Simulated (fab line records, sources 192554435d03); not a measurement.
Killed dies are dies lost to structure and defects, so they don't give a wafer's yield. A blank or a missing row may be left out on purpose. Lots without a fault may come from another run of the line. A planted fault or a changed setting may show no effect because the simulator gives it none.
Chamber matching | flow n5_finfet | N5_BEOL_M12_DEP_53 on pecvd-01: 3 sister chambers
The step deposits SiCN from 3MS/NH3, target thk 30 nm, time 10.5 s. 3 wafers are shown with their chamber, then 7 later ones without.

WAFERS WITH THEIR CHAMBER
wafer  | chamber | throttle_valve_pct (%)
L084.3 | 1       | 18.3
L086.4 | 2       | 18.3
L086.5 | 0       | 16.9

WAFERS WITHOUT THEIR CHAMBER
wafer  | throttle_valve_pct (%)
L086.6 | 18.6
L087.2 | 18.7
L087.4 | 17.1
L087.5 | 18.5
L097.1 | 18.1
L097.3 | 16.7
L097.6 | 18.3

WHICH CHAMBER EACH WENT THROUGH
wafer  | from the rows above     | in truth
L086.6 | can't be placed: 1 or 2 | 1
L087.2 | can't be placed: 1 or 2 | 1
L087.4 | 0                       | 0
L087.5 | can't be placed: 1 or 2 | 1
L097.1 | can't be placed: 1 or 2 | 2
L097.3 | 0                       | 0
L097.6 | can't be placed: 1 or 2 | 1
Placed correctly: 2 of 7. Can't be placed from these rows: 5 (the true chamber is among the candidates in 5). Placed wrongly: 0.
How it was worked out, from the rows above alone: a wafer's distance from a chamber is the root of the sum, over the readings, of the square of ((its reading less the chamber's mean) divided by the reading's scatter). The wafer belongs to the nearest chamber; if the next one is less than 2 further off, it can't be placed. A chamber's mean is the mean of its shown wafers. The scatter: with one shown wafer a chamber, the root of the mean of the squares of how far each hidden wafer lies from its nearest shown one.
